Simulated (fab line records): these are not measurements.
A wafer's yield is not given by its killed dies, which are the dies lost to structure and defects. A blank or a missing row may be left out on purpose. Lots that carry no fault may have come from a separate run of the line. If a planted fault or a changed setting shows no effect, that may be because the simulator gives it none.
The tool behind it: which one? + flow n5Finfet + 8 lots with 24 wafers sampled at 6 steps, on a route of 1938 steps

## WHAT THE GAUGES SHOWED, per wafer
N5_BEOL_M4_RC_MEAS_101. Usual: DIBL_N 36.2 mV/V, standard deviation 1.6; DIBL_P 36.5 mV/V, standard deviation 1.9; IOFF_N 0.158 nA/um, standard deviation 0.027; IOFF_P 0.21 nA/um, standard deviation 0.038; ION_N 675 uA/um, standard deviation 12; ION_P 464 uA/um, standard deviation 8.9; SS_N 71.5 mV/dec, standard deviation 0.61; SS_P 73.4 mV/dec, standard deviation 0.59; VT_N 250.4 mV, standard deviation 3; VT_P -250 mV, standard deviation 3.6.
| lot  | measured     | on        | DIBL_N (mV/V)  | DIBL_P (mV/V)  | IOFF_N (nA/um)    | IOFF_P (nA/um) | ION_N (uA/um) | ION_P (uA/um) | SS_N (mV/dec)  | SS_P (mV/dec)  | VT_N (mV)         | VT_P (mV)      | flag |
|------|--------------|-----------|----------------|----------------|-------------------|----------------|---------------|---------------|----------------|----------------|-------------------|----------------|------|
| L155 | day 9 10:29  | prober-01 | 37.8 38.4 39.3 | 37.8 38.4 39.3 | 0.168 0.180 0.192 | 0.21 0.22 0.24 | 684 689 680   | 461 461 463   | 72.0 71.5 71.3 | 73.6 74.4 74.3 | 253.7 249.0 251.1 | -250 -250 -253 |      |
| L156 | day 9 19:01  | prober-01 | 34.9 34.2 36.7 | 34.8 34.6 37.9 | 0.129 0.121 0.165 | 0.20 0.19 0.25 | 673 665 685   | 465 461 474   | 71.5 71.3 72.1 | 73.4 72.7 73.2 | 255.7 254.4 248.9 | -249 -251 -245 |      |
| L158 | day 10 02:59 | prober-02 | 37.6 35.8 35.6 | 38.5 37.4 37.4 | 0.184 0.158 0.165 | 0.24 0.22 0.22 | 698 686 696   | 475 467 477   | 72.1 71.1 71.1 | 73.9 73.5 73.4 | 245.7 250.7 247.4 | -249 -249 -248 |      |
| L161 | day 11 11:46 | prober-02 | 34.4 37.1 36.1 | 33.6 37.9 35.3 | 0.128 0.175 0.154 | 0.15 0.22 0.17 | 658 672 674   | 446 456 456   | 70.3 71.5 71.2 | 72.3 74.1 72.9 | 251.3 248.8 248.4 | -258 -250 -251 |      |
| L163 | day 11 15:15 | prober-01 | 36.2 39.3 38.4 | 37.1 40.7 39.7 | 0.157 0.232 0.198 | 0.25 0.31 0.31 | 685 699 686   | 473 480 474   | 70.6 72.4 71.0 | 73.1 74.5 74.5 | 247.2 243.7 244.2 | -246 -241 -240 |      |
| L164 | day 12 11:15 | prober-02 | 37.1 38.5 34.4 | 37.4 39.3 34.7 | 0.173 0.206 0.120 | 0.23 0.26 0.17 | 671 692 666   | 463 472 460   | 72.1 72.1 70.2 | 73.3 73.4 72.3 | 249.0 246.0 255.4 | -249 -246 -254 |      |
| L168 | day 12 12:52 | prober-01 | 37.6 35.3 34.3 | 39.8 38.0 36.5 | 0.205 0.153 0.132 | 0.24 0.21 0.18 | 676 669 658   | 460 462 459   | 72.9 71.9 71.9 | 74.1 74.0 73.4 | 246.6 252.0 253.2 | -249 -251 -253 |      |
| L167 | day 12 17:14 | prober-01 | 35.9 37.0 38.6 | 35.2 37.2 40.1 | 0.144 0.162 0.212 | 0.20 0.23 0.30 | 699 691 705   | 475 467 488   | 71.7 71.6 72.1 | 73.5 74.1 74.0 | 248.9 248.4 245.7 | -250 -251 -242 |      |

## WHICH TOOL RAN EACH LOT (tool, then ch and the chambers of the sampled wafers, then the start)
| lot  | N5_DUMMY_GATE_STRIP_41           | N5_DUMMY_GATE_ETCH_42            | N5_DUMMY_GATE_STRIP_48           | N5_SD_EPI_N_COAT_33             | N5_SD_EPI_N_ETCH_34              |
|------|----------------------------------|----------------------------------|----------------------------------|---------------------------------|----------------------------------|
| L155 | rieDiel-03 ch 0,2, day 4 12:50   | rieDiel-06 ch 1,2, day 4 13:17   | rieDiel-06 ch 1,2, day 4 13:19   | lithoTrack-01 ch 0, day 4 15:28 | rieDiel-02 ch 0,1, day 4 15:49   |
| L156 | rieDiel-06 ch 0,2,3, day 4 18:56 | rieDiel-01 ch 1,3, day 4 19:23   | rieDiel-01 ch 1,3, day 4 19:26   | lithoTrack-01 ch 0, day 4 20:29 | rieDiel-04 ch 0,3, day 4 20:50   |
| L158 | rieDiel-06 ch 1,2, day 5 05:17   | rieDiel-03 ch 2,3, day 5 05:47   | rieDiel-03 ch 2,3, day 5 05:50   | lithoTrack-01 ch 0, day 5 06:40 | rieDiel-02 ch 0,1,3, day 5 07:10 |
| L161 | rieDiel-01 ch 1,2,3, day 5 22:31 | rieDiel-06 ch 0,2,3, day 5 23:06 | rieDiel-06 ch 0,2,3, day 5 23:09 | lithoTrack-01 ch 0, day 6 00:47 | rieDiel-05 ch 0,1,2, day 6 01:33 |
| L163 | rieDiel-06 ch 0,1,3, day 6 10:22 | rieDiel-03 ch 1,2,3, day 6 10:49 | rieDiel-03 ch 1,2,3, day 6 10:52 | lithoTrack-01 ch 0, day 6 11:41 | rieDiel-04 ch 1,2,3, day 6 12:03 |
| L164 | rieDiel-06 ch 2,3, day 6 18:42   | rieDiel-03 ch 0,1, day 6 19:12   | rieDiel-03 ch 0,1, day 6 19:15   | lithoTrack-01 ch 0, day 6 20:05 | rieDiel-04 ch 1,2, day 6 20:26   |
| L168 | rieDiel-06 ch 1,3, day 7 18:38   | rieDiel-03 ch 0,1, day 7 19:15   | rieDiel-03 ch 0,1, day 7 19:18   | lithoTrack-01 ch 0, day 7 20:08 | rieDiel-04 ch 2,3, day 7 20:29   |
| L167 | rieDiel-01 ch 0,1,3, day 7 22:42 | rieDiel-03 ch 1,2,3, day 7 23:12 | rieDiel-03 ch 1,2,3, day 7 23:15 | lithoTrack-01 ch 0, day 8 00:05 | rieDiel-02 ch 1,2,3, day 8 00:45 |
- N5_DUMMY_GATE_STRIP_41: strips in O2.
- N5_DUMMY_GATE_ETCH_42: etches SiO2 in CHF3/O2, target depth 3.5 nm, time 31 s.
- N5_DUMMY_GATE_STRIP_48: strips in N2/H2, time 20 s.
- N5_SD_EPI_N_COAT_33: time 60 s, resist thk 35 nm.
- N5_SD_EPI_N_ETCH_34: etches SiARC in CF4, target depth 45.5 nm, time 75.8 s.

## WHAT THE TOOLS THEMSELVES READ (means of the sampled wafers that have a number; where no wafer has one, the mark that the record gives instead)
N5_DUMMY_GATE_STRIP_41. Usual: drypumpMotorCurrentA 5.6 A, standard deviation 0.58; oesProductAu 0.78 a.u., standard deviation 0.085; rfVppV 3.6 V, standard deviation 0.49; showerheadPlenumPTorr 2.11 Torr, standard deviation 0.065; throttleValvePct 16.65 %, standard deviation 0.24.
| lot  | tool       | drypumpMotorCurrentA (A) | oesProductAu (a.u.) | rfVppV (V) | showerheadPlenumPTorr (Torr) | throttleValvePct (%) | flag |
|------|------------|--------------------------|---------------------|------------|------------------------------|----------------------|------|
| L155 | rieDiel-03 | 6.6                      | 0.70                | 3.3        | 2.12                         | 16.83                |      |
| L156 | rieDiel-06 | 5.7                      | 0.86                | 3.7        | 2.09                         | 16.51                |      |
| L158 | rieDiel-06 | 5.0                      | 0.81                | 3.7        | 2.08                         | 16.53                |      |
| L161 | rieDiel-01 | 5.6                      | 0.77                | 3.9        | 2.10                         | 16.65                |      |
| L163 | rieDiel-06 | 5.7                      | 0.77                | 3.2        | 2.10                         | 16.71                |      |
| L164 | rieDiel-06 | 5.2                      | 0.89                | 3.3        | 2.11                         | 16.30                |      |
| L168 | rieDiel-06 | 5.3                      | 0.75                | 3.4        | 2.12                         | 16.71                |      |
| L167 | rieDiel-01 | 5.3                      | 0.74                | 3.8        | 2.09                         | 16.82                |      |

N5_DUMMY_GATE_ETCH_42. Usual: drypumpMotorCurrentA 5.8 A, standard deviation 0.59; oes_f_703_au 0.76 a.u., standard deviation 0.083; oesProductAu 0.76 a.u., standard deviation 0.092; rfFwdPowerW 594.6 W, standard deviation 2.1; rfVppV 42.4 V, standard deviation 1; showerheadPlenumPTorr 2.43 Torr, standard deviation 0.061; throttleValvePct 18.79 %, standard deviation 0.21.
| lot  | tool       | drypumpMotorCurrentA (A) | oes_f_703_au (a.u.) | oesProductAu (a.u.) | rfFwdPowerW (W) | rfVppV (V) | showerheadPlenumPTorr (Torr) | throttleValvePct (%) | flag |
|------|------------|--------------------------|---------------------|---------------------|-----------------|------------|------------------------------|----------------------|------|
| L155 | rieDiel-06 | 5.0                      | 0.90                | 0.91                | 596.1           | 42.7       | 2.38                         | 18.43                |      |
| L156 | rieDiel-01 | 5.2                      | 0.74                | 0.74                | 593.5           | 41.6       | 2.43                         | 18.73                |      |
| L158 | rieDiel-03 | 6.2                      | 0.71                | 0.70                | 594.9           | 42.7       | 2.42                         | 18.98                |      |
| L161 | rieDiel-06 | 5.7                      | 0.83                | 0.84                | 595.9           | 43.2       | 2.40                         | 18.62                |      |
| L163 | rieDiel-03 | 5.9                      | 0.78                | 0.79                | 593.3           | 42.3       | 2.45                         | 18.81                |      |
| L164 | rieDiel-03 | 6.2                      | 0.75                | 0.77                | 594.6           | 42.8       | 2.47                         | 18.60                |      |
| L168 | rieDiel-03 | 5.9                      | 0.82                | 0.84                | 593.4           | 41.9       | 2.46                         | 18.56                |      |
| L167 | rieDiel-03 | 5.9                      | 0.77                | 0.77                | 595.5           | 42.4       | 2.44                         | 18.84                |      |

N5_DUMMY_GATE_STRIP_48. Usual: drypumpMotorCurrentA 5.8 A, standard deviation 0.59; oesProductAu 0.77 a.u., standard deviation 0.093; rfVppV 45.3 V, standard deviation 0.84; showerheadPlenumPTorr 3.40 Torr, standard deviation 0.094; throttleValvePct 12.26 %, standard deviation 0.22.
| lot  | tool       | drypumpMotorCurrentA (A) | oesProductAu (a.u.) | rfVppV (V) | showerheadPlenumPTorr (Torr) | throttleValvePct (%) | flag |
|------|------------|--------------------------|---------------------|------------|------------------------------|----------------------|------|
| L155 | rieDiel-06 | 5.0                      | 0.91                | 45.3       | 3.33                         | 11.84                |      |
| L156 | rieDiel-01 | 5.2                      | 0.73                | 45.7       | 3.42                         | 12.25                |      |
| L158 | rieDiel-03 | 6.2                      | 0.70                | 45.9       | 3.39                         | 12.42                |      |
| L161 | rieDiel-06 | 5.7                      | 0.85                | 45.4       | 3.36                         | 12.03                |      |
| L163 | rieDiel-03 | 5.9                      | 0.79                | 45.3       | 3.43                         | 12.25                |      |
| L164 | rieDiel-03 | 6.2                      | 0.78                | 45.1       | 3.47                         | 12.26                |      |
| L168 | rieDiel-03 | 6.0                      | 0.84                | 46.0       | 3.46                         | 12.09                |      |
| L167 | rieDiel-03 | 5.9                      | 0.77                | 44.9       | 3.42                         | 12.29                |      |

N5_SD_EPI_N_COAT_33. Usual: spinSpeedRpm at 1500.0 rpm, with a standard deviation of 0.96.
| lot  | tool          | spinSpeedRpm (rpm) | flag |
|------|---------------|--------------------|------|
| L155 | lithoTrack-01 | 1499.8             |      |
| L156 | lithoTrack-01 | 1500.4             |      |
| L158 | lithoTrack-01 | 1500.4             |      |
| L161 | lithoTrack-01 | 1499.9             |      |
| L163 | lithoTrack-01 | 1500.8             |      |
| L164 | lithoTrack-01 | 1307.0             | OFF  |
| L168 | lithoTrack-01 | 1306.5             | OFF  |
| L167 | lithoTrack-01 | 1308.2             | OFF  |

N5_SD_EPI_N_ETCH_34. Usual: drypumpMotorCurrentA 5.8 A, standard deviation 0.44; etchRfOnTimeS 75.6 s, standard deviation 1.2; oesProductAu 0.67 a.u., standard deviation 0.083; rfFwdPowerW 539.7 W, standard deviation 2.2; rfVppV 184.3 V, standard deviation 1.1; showerheadPlenumPTorr 2.15 Torr, standard deviation 0.06; throttleValvePct 15.54 %, standard deviation 0.19.
| lot  | tool       | drypumpMotorCurrentA (A) | etchRfOnTimeS (s) | oesProductAu (a.u.) | rfFwdPowerW (W) | rfVppV (V) | showerheadPlenumPTorr (Torr) | throttleValvePct (%) | flag |
|------|------------|--------------------------|-------------------|---------------------|-----------------|------------|------------------------------|----------------------|------|
| L155 | rieDiel-02 | 5.4                      | 76.6              | 0.73                | 539.4           | 184.0      | 2.14                         | 15.43                |      |
| L156 | rieDiel-04 | 6.1                      | 75.8              | 0.62                | 537.5           | 184.0      | 2.18                         | 15.57                |      |
| L158 | rieDiel-02 | 5.6                      | 77.3              | 0.67                | 540.0           | 184.7      | 2.14                         | 15.51                |      |
| L161 | rieDiel-05 | 5.9                      | 75.2              | 0.73                | 540.6           | 183.6      | 2.13                         | 15.60                |      |
| L163 | rieDiel-04 | 5.9                      | 74.7              | 0.68                | 539.1           | 184.4      | 2.17                         | 15.57                |      |
| L164 | rieDiel-04 | 5.5                      | 79.6              | 0.73                | 542.2           | 183.9      | 2.16                         | 15.48                | OFF  |
| L168 | rieDiel-04 | 6.3                      | 80.6              | 0.61                | 537.5           | 184.0      | 2.17                         | 15.70                | OFF  |
| L167 | rieDiel-02 | 5.7                      | 80.7              | 0.74                | 540.4           | 184.7      | 2.20                         | 15.32                | OFF  |

## THE ANSWER, worked out from the rows above alone
Rule: take the mean of a lot's wafers that have a number; if it is more than 3 standard deviations from the usual mean, the lot is off. A lot without any number at a reading at which 4 lots or more have one is off too. The other lots that the step has rows for count as sound. After the gauges, taken in route order, come the tools' own readings; for these a lot's mean is taken, as printed above. The first step at which some lot is off is used, and at that step the reading that is off furthest; a lot without a number counts as furthest.
Off at N5_SD_EPI_N_COAT_33 (spinSpeedRpm): L164, L168, L167.
A tool fits if, at that step or a process step before it, it ran every lot that is off, and no sound lot after the first of them. 2 tools fit, rieDiel-03 at N5_DUMMY_GATE_ETCH_42 and N5_DUMMY_GATE_STRIP_48 and lithoTrack-01 at N5_SD_EPI_N_COAT_33, so this cannot tell which one it is.

## WHAT THE SIMULATOR HAD PUT IN
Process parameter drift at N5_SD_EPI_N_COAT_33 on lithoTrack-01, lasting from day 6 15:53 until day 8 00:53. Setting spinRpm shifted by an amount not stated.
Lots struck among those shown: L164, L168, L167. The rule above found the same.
